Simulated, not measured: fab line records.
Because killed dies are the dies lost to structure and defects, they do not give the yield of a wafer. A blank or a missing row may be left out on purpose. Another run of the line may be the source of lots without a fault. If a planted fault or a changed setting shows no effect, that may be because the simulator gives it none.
fab line records | flow n5Finfet | part 2 of 2: steps 15 to 22 of 22
record lots=5 wafers=15 lastDay=17
route steps=1938 shown BEOL_M0_SAQP@661
lots with no fault: from the same line, run without faults
startH: hours from the record's opening day to when the first of the lot's shown wafers began | waitH: hours elapsed since this lot's preceding step | " the same as in the row above | L1.1+2: several wafers, shown together as one row | - either no value or no given start | * or withheld: withheld | < > ~ a bound
route shown NAME@n: a module of which the file shows steps, and the number in the route of the first | usual: mean/standard deviation of fault-free wafers | same: alike in all rows | chamber/n: place in a boat | sites: the reading at each site | _std_site: standard deviation of those values | _edge_site: the outer-site mean with the inner-site mean subtracted | radiusMm: how far each site lies from the wafer's centre | mask NAME#n: copy n | behind: the last tool/chamber to shape the wafer | hold: reason for holding the lot/hours on hold/outcome of the hold | device: which transistor (n, p or np) failed to switch | end of line: tests run on the same wafers once the route is complete | for a step that has no rows: nothing shown but its recipe | killed: dies that structure and defects cost at the first sort, which is not the same as the wafer's yield | map: a wafer's dies, marking killed ones x, the rest . and places with no die _
set.NAME: the setting the step ran with; set.NAME@STEP: the setting that earlier step ran with | model.NAME: the simulator's own value behind a step, which no gauge read
lots seen at some steps along the route; tables by step, rows by wafer
services: from which hour (startH, from the record's first day; less than 0 if before it) a tool's chamber was out of use, for how many hours, and why
## steps
# step N5_BEOL_M0_SAQP_RECESS_109
# recipe chemistry=HF/NH3 target=SiO2 targetDepthA=30 afsCycles=1 tempC=30 sublimationTempC=180 sublimationTimeS=60
# usual drypumpMotorCurrentA=5.3/0.32 forelinePTorr=0.1279/0.00048
# columns lot.wafer tool chamber startH waitH drypumpMotorCurrentA forelinePTorr
L076.1 vaporEtch-01 1 120.89 0.0 5.7 0.1271
L076.3 " 0 " " 4.8 0.1269
L076.4 " 1 " " 5.7 0.1277
L078.1 vaporEtch-02 0 138.69 0.0 5.2 0.1284
L078.2 " 1 " " 5.5 0.1279
L078.5 " 1 " " 5.4 0.1276
L083.1 vaporEtch-01 0 161.52 0.2 4.9 0.1276
L083.2 " 1 " " 5.7 0.1274
L083.6 " 1 " " 5.7 0.1280
L094.2 vaporEtch-01 0 235.72 0.0 4.8 0.1282
L094.3 " 1 " " 5.8 0.1276
L094.4 " 0 " " 4.8 0.1284
L095.2 vaporEtch-01 1 237.15 0.0 5.7 0.1280
L095.5 " 0 " " 4.8 0.1279
L095.6 " 1 " " 5.7 0.1273
# step N5_BEOL_M0_SAQP_SPACER2_ALD_26
# recipe material=SiO2 targetThkA=150 tempC=300 aldPrecursorFamily=BDEAS aldCoReactant=O2-plasma pulseTimeS=1 purgeTimeS=2 coReactantPurgeTimeS=2 pressureTorr=2
# usual heaterPowerW=476/41 precursorPulseHeightRel=0.999/0.019
# same pulseTimeS=1
# columns lot.wafer tool chamber startH waitH heaterPowerW precursorPulseHeightRel
L076.1 aldSin-02 3 121.04 0.1 496 1.021
L076.3 " 2 " " 480 0.997
L076.4 " 1 " " 464 0.975
L078.1 aldSin-02 3 138.83 0.1 503 1.008
L078.2 " 2 " " 474 1.003
L078.5 " 3 " " 499 0.998
L083.1 aldSin-03 3 161.66 0.1 489 1.007
L083.2 " 0 " " 512 1.016
L083.6 " 0 " " 502 1.001
L094.2 aldSin-04 0 235.89 0.1 446 0.993
L094.3 " 1 " " 438 1.013
L094.4 " 2 " " 594 0.978
L095.2 aldSin-04 0 237.30 0.1 438 0.984
L095.5 " 3 " " 499 0.998
L095.6 " 2 " " 581 1.005
# step N5_BEOL_M0_SAQP_SPACER2_ETCHBACK_27
# recipe chemistry=CHF3/O2 mode=anisotropicEtchback target=SiO2 targetDepthA=225 timeS=11.25 pressureMtorr=30 sourceW=650 biasW=170 Ar_flow_sccm=200 CHF3_flow_sccm=50 O2_flow_sccm=5 ionEnergyEv=200
# usual drypumpMotorCurrentA=5.4/0.42 oes_ar_750_au=0.79/0.094 oesProductAu=0.79/0.097 rfVppV=526/12 showerheadPlenumPTorr=2.43/0.081 throttleValvePct=18.89/0.28
# columns lot.wafer tool chamber startH waitH drypumpMotorCurrentA oes_ar_750_au oesProductAu rfHoursCounterH rfVppV showerheadPlenumPTorr throttleValvePct
L076.1 rieDiel-04 1 121.84 0.5 5.4 0.76 0.77 141 513 2.40 18.72
L076.3 " 2 " " 5.3 0.90 0.91 20 535 2.45 18.50
L076.4 " 3 " " 5.9 0.72 0.73 190 537 2.49 19.38
L078.1 rieDiel-02 1 139.39 0.3 6.0 0.69 0.69 220 528 2.30 18.78
L078.2 " 2 " " 5.5 0.73 0.72 197 539 2.51 19.23
L078.5 " 3 " " 5.9 0.70 0.70 - 532 2.47 19.20
L083.1 rieDiel-04 0 162.21 0.3 5.6 0.94 0.95 18 519 2.46 18.59
L083.2 " 1 " " 5.4 0.76 0.75 152 514 2.39 18.72
L083.6 " 1 " " 5.4 0.75 0.76 - 514 2.39 18.72
L094.2 rieDiel-02 0 236.44 0.3 5.9 0.88 0.90 35 525 2.54 18.62
L094.3 " 2 " " 5.5 0.71 0.69 234 538 2.50 19.26
L094.4 " 3 " " 5.9 0.94 0.95 - 531 2.46 18.77
L095.2 rieDiel-04 2 237.99 0.4 5.2 0.85 0.85 54 535 2.44 18.57
L095.5 " 2 " " 5.1 0.84 0.86 - 535 2.44 18.55
L095.6 " 3 " " 5.9 0.70 0.71 - 539 2.48 19.45
# step N5_BEOL_M0_SAQP_MANDREL2_REMOVE_110
# recipe chemistry=HBr/Cl2/O2 btTimeS=10 target=a-Si stopOn=SiCN endpoint=OES-SiCl overEtchFrac=1 icpW=600 biasW=30 HBr_flow_sccm=150 Cl2_flow_sccm=80 O2_flow_sccm=5 pressureMtorr=10
# usual HBr_flow_sccm=150.0/0.47 drypumpMotorCurrentA=5.9/0.45 oesProductAu=0.998/0.015 throttleValvePct=36.57/0.28
# columns lot.wafer tool chamber startH waitH HBr_flow_sccm drypumpMotorCurrentA oesProductAu rfHoursCounterH throttleValvePct
L076.1 rieSi-06 2 121.93 0.1 150.8 6.3 1.013 166 36.69
L076.3 " 3 " " 151.0 5.1 0.983 122 36.94
L076.4 " 1 " " 149.6 5.7 0.989 25 36.38
L078.1 rieSi-02 0 139.48 0.1 150.0 5.8 1.004 108 36.73
L078.2 " 2 " " 150.5 5.6 0.986 163 36.74
L078.5 " 3 " " 150.2 6.4 1.012 - 36.68
L083.1 rieSi-01 0 162.30 0.1 150.2 5.4 0.995 137 36.30
L083.2 " 3 " " 151.1 6.3 0.987 3 36.69
L083.6 " 2 " " 149.6 6.6 0.993 - 36.52
L094.2 rieSi-01 3 236.53 0.1 149.6 6.3 0.984 4 36.70
L094.3 " 1 " " 150.9 5.5 0.977 95 36.97
L094.4 " 0 " " 149.6 5.4 0.997 138 36.30
L095.2 rieSi-02 0 238.08 0.1 150.4 5.8 1.002 110 36.72
L095.5 " 1 " " 149.2 5.9 0.993 - 36.00
L095.6 " 0 " " 150.4 5.8 0.990 - 36.72
# step N5_BEOL_M0_SAQP_CD_MEAS_29
# recipe targetCdNm=14.4 landingEnergyEv=1000 detector=seInlens
# usual cdNm=14.98/0.22
# columns lot.wafer tool chamber startH waitH cdNm
L076.1 cdSem-03 0 122.04 0.1 15.07
L076.3 " 0 " " 14.71
L076.4 " 0 " " 14.95
L078.1 cdSem-03 0 139.59 0.1 15.13
L078.2 " 0 " " 14.87
L078.5 " 0 " " 14.63
L083.1 cdSem-01 0 162.41 0.1 15.32
L083.2 " 0 " " 15.34
L083.6 " 0 " " 14.67
L094.2 cdSem-02 0 236.64 0.1 14.85
L094.3 " 0 " " 14.86
L094.4 " 0 " " 14.73
L095.2 cdSem-03 0 238.19 0.1 14.80
L095.5 " 0 " " 14.51
L095.6 " 0 " " 15.16
# step N5_BEOL_M0_SAQP_COAT_69
# recipe resist=SOC tempC=250 timeS=60 spinRpm=1500 resistThkNm=90
# usual dispensePressureKPa=49/6.9 spinSpeedRpm=1500.0/1.1
# columns lot.wafer tool chamber startH waitH dispensePressureKPa spinSpeedRpm
L076.1 lithoTrack-01 0 122.07 0.0 41 1500.6
L076.3 " 0 " " 41 1499.9
L076.4 " 0 " " 41 1501.3
L078.1 lithoTrack-01 0 139.63 0.0 41 1499.2
L078.2 " 0 " " 41 1498.5
L078.5 " 0 " " 41 1500.4
L083.1 lithoTrack-02 0 162.44 0.0 55 1499.4
L083.2 " 0 " " 55 1500.0
L083.6 " 0 " " 55 1499.5
L094.2 lithoTrack-04 0 236.67 0.0 56 1499.5
L094.3 " 0 " " 56 1499.9
L094.4 " 0 " " 56 1498.7
L095.2 lithoTrack-04 0 238.23 0.0 56 1501.0
L095.5 " 0 " " 56 1501.1
L095.6 " 0 " " 56 1501.2
# step N5_BEOL_M0_SAQP_COAT_72
# recipe resist=SiARC tempC=220 timeS=60 spinRpm=1500 resistThkNm=15
# usual dispensePressureKPa=49/6.9 spinSpeedRpm=1499.9/1
# columns lot.wafer tool chamber startH waitH dispensePressureKPa spinSpeedRpm
L076.1 lithoTrack-01 0 - - 41 1500.0
L076.3 " 0 " " 41 1498.5
L076.4 " 0 " " 41 1500.0
L078.1 lithoTrack-01 0 - - 41 1500.2
L078.2 " 0 " " 41 1500.2
L078.5 " 0 " " 41 1499.8
L083.1 lithoTrack-02 0 - - 55 1501.0
L083.2 " 0 " " 55 1499.9
L083.6 " 0 " " 55 1500.6
L094.2 lithoTrack-04 0 - - 56 1501.9
L094.3 " 0 " " 56 1500.0
L094.4 " 0 " " 56 1501.8
L095.2 lithoTrack-04 0 - - 56 1500.7
L095.5 " 0 " " 56 1499.0
L095.6 " 0 " " 56 1500.3
# step N5_BEOL_M0_SAQP_COAT_87
# recipe resist=underlayer tempC=205 timeS=60 spinRpm=1500 resistThkNm=5
# usual dispensePressureKPa=49/6.9 spinSpeedRpm=1500.0/0.98
# columns lot.wafer tool chamber startH waitH dispensePressureKPa spinSpeedRpm
L076.1 lithoTrack-01 0 - - 41 1500.7
L076.3 " 0 " " 41 1500.7
L076.4 " 0 " " 41 1500.3
L078.1 lithoTrack-01 0 - - 41 1500.0
L078.2 " 0 " " 41 1499.4
L078.5 " 0 " " 41 1501.7
L083.1 lithoTrack-02 0 - - 55 1499.7
L083.2 " 0 " " 55 1498.6
L083.6 " 0 " " 55 1498.4
L094.2 lithoTrack-04 0 - - 56 1499.7
L094.3 " 0 " " 56 1500.3
L094.4 " 0 " " 56 1500.5
L095.2 lithoTrack-04 0 - - 56 1499.4
L095.5 " 0 " " 56 1500.4
L095.6 " 0 " " 56 1501.3
## services
# columns tool chamber startH hours kind
aldSin-03 - 102.03 0.7 repair
rieDiel-04 0 102.72 19.0 repair
rieSi-02 0 113.36 7.3 repair
aldSin-02 3 122.39 10.8 repair
aldSin-03 3 131.97 21.6 repair
rieDiel-02 0 132.05 - clean
rieDiel-02 0 132.05 - consumableReplace:focusRing
rieDiel-02 0 132.05 - consumableReplace:showerhead
rieDiel-02 0 132.05 15.5 scheduledDown
rieDiel-02 0 132.05 15.5 ventCycle
rieSi-06 - 137.06 0.6 repair
vaporEtch-01 - 162.47 1.3 repair
aldSin-04 2 175.42 2.6 repair
aldSin-03 - 177.74 14.0 pm
rieSi-01 1 181.21 6.8 repair
rieDiel-02 3 188.65 - clean
rieDiel-02 3 188.65 - consumableReplace:focusRing
rieDiel-02 3 188.65 18.4 scheduledDown
wetBench-03 - 189.02 1.9 pm
rieDiel-04 - 189.90 2.8 pm
aldSin-04 0 207.03 3.6 repair
rieDiel-06 1 224.30 2.0 repair
rieSi-01 2 229.57 2.5 repair
aldSin-02 0 230.63 4.4 repair
